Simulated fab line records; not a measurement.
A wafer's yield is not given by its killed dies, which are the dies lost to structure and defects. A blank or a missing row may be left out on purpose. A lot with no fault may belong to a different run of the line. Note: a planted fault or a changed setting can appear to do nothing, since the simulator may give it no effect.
Matching of chambers    flow n5-finfet    4 sister chambers for N5_HKMG_FIN_ETCH_32 on rie-diel-03
The step etches SOC in N2/H2, target depth 240 nm, time 300 s. 4 wafers are shown with their chamber, then 8 later ones without.

== EACH WAFER AND ITS CHAMBER ==
wafer   chamber  showerhead-plenum-p-Torr (Torr)
L089.1  3        2.59
L089.2  1        2.52
L091.5  0        2.40
L094.3  2        2.66

== WAFERS WHOSE CHAMBER IS MISSING ==
wafer   showerhead-plenum-p-Torr (Torr)
L094.5  2.58
L094.6  2.39
L095.3  2.51
L095.5  2.66
L095.6  2.58
L097.3  2.39
L097.4  2.66
L097.5  2.51

== WHICH CHAMBER EACH ONE RAN IN ==
wafer   from the rows above  in truth
L094.5  3                    3
L094.6  0                    0
L095.3  1                    1
L095.5  2                    2
L095.6  3                    3
L097.3  0                    0
L097.4  2                    2
L097.5  1                    1
Correctly placed: 8 of 8. From these rows, 0 cannot be placed. 0 placed wrongly.
How it was worked out, from the rows above alone: a wafer's distance from a chamber is the root of the sum, over the readings, of the square of ((its reading less the chamber's mean) divided by the reading's scatter). If the next closest chamber is less than 2 further off than the closest, the wafer can't be placed; otherwise it belongs to the closest. The mean given for a chamber averages the wafers shown for that chamber. The scatter (one wafer shown for each chamber): square how far every hidden wafer sits from the nearest shown wafer, average those squares and take the square root.
